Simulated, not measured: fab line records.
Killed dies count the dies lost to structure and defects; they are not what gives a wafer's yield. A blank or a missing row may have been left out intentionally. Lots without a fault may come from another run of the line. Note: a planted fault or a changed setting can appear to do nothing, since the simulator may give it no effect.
Matching of chambers || flow nand-harc || rie-diel-07 running NHARC_P_CONTACT_DESCUM_17: 4 sister chambers
The step chemistry O2, time 3 s. 4 wafers are shown with their chamber, then 11 later ones without.

WAFERS, EACH WITH ITS CHAMBER
{"wafer": "L083.3", "chamber": 0, "drypump-motor-current-A (A)": 6.2}
{"wafer": "L088.1", "chamber": 3, "drypump-motor-current-A (A)": 5.6}
{"wafer": "L088.2", "chamber": 2, "drypump-motor-current-A (A)": 5.8}
{"wafer": "L091.2", "chamber": 1, "drypump-motor-current-A (A)": 6.2}

WAFERS MISSING THEIR CHAMBER
{"wafer": "L091.4", "drypump-motor-current-A (A)": 5.6}
{"wafer": "L091.5", "drypump-motor-current-A (A)": 5.8}
{"wafer": "L093.2", "drypump-motor-current-A (A)": 6.1}
{"wafer": "L093.3", "drypump-motor-current-A (A)": 5.8}
{"wafer": "L093.4", "drypump-motor-current-A (A)": 5.6}
{"wafer": "L094.1", "drypump-motor-current-A (A)": 6.2}
{"wafer": "L094.3", "drypump-motor-current-A (A)": 5.8}
{"wafer": "L094.5", "drypump-motor-current-A (A)": 5.8}
{"wafer": "L095.2", "drypump-motor-current-A (A)": 6.1}
{"wafer": "L095.3", "drypump-motor-current-A (A)": 6.2}
{"wafer": "L095.5", "drypump-motor-current-A (A)": 6.2}

WHICH CHAMBER EACH WENT THROUGH
{"wafer": "L091.4", "from the rows above": 3, "in truth": 3}
{"wafer": "L091.5", "from the rows above": 2, "in truth": 2}
{"wafer": "L093.2", "from the rows above": "can't be placed: 0 or 1", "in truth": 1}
{"wafer": "L093.3", "from the rows above": 2, "in truth": 2}
{"wafer": "L093.4", "from the rows above": 3, "in truth": 3}
{"wafer": "L094.1", "from the rows above": "can't be placed: 0 or 1", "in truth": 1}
{"wafer": "L094.3", "from the rows above": 2, "in truth": 2}
{"wafer": "L094.5", "from the rows above": 2, "in truth": 2}
{"wafer": "L095.2", "from the rows above": "can't be placed: 0 or 1", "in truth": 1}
{"wafer": "L095.3", "from the rows above": "can't be placed: 0 or 1", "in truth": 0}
{"wafer": "L095.5", "from the rows above": "can't be placed: 0 or 1", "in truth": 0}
Placed correctly: 6 of 11. These rows do not allow placing 5 (true chamber among the candidates in 5). 0 placed wrongly.
How it was worked out, from the rows above alone: a wafer's distance from a chamber is the root of the sum, over the readings, of the square of ((its reading less the chamber's mean) divided by the reading's scatter). The wafer belongs to the nearest chamber; if the next one is less than 2 further off, it can't be placed. A chamber's mean is the mean of its shown wafers. The scatter (one wafer shown for each chamber): square how far every hidden wafer sits from the nearest shown wafer, average those squares and take the square root.
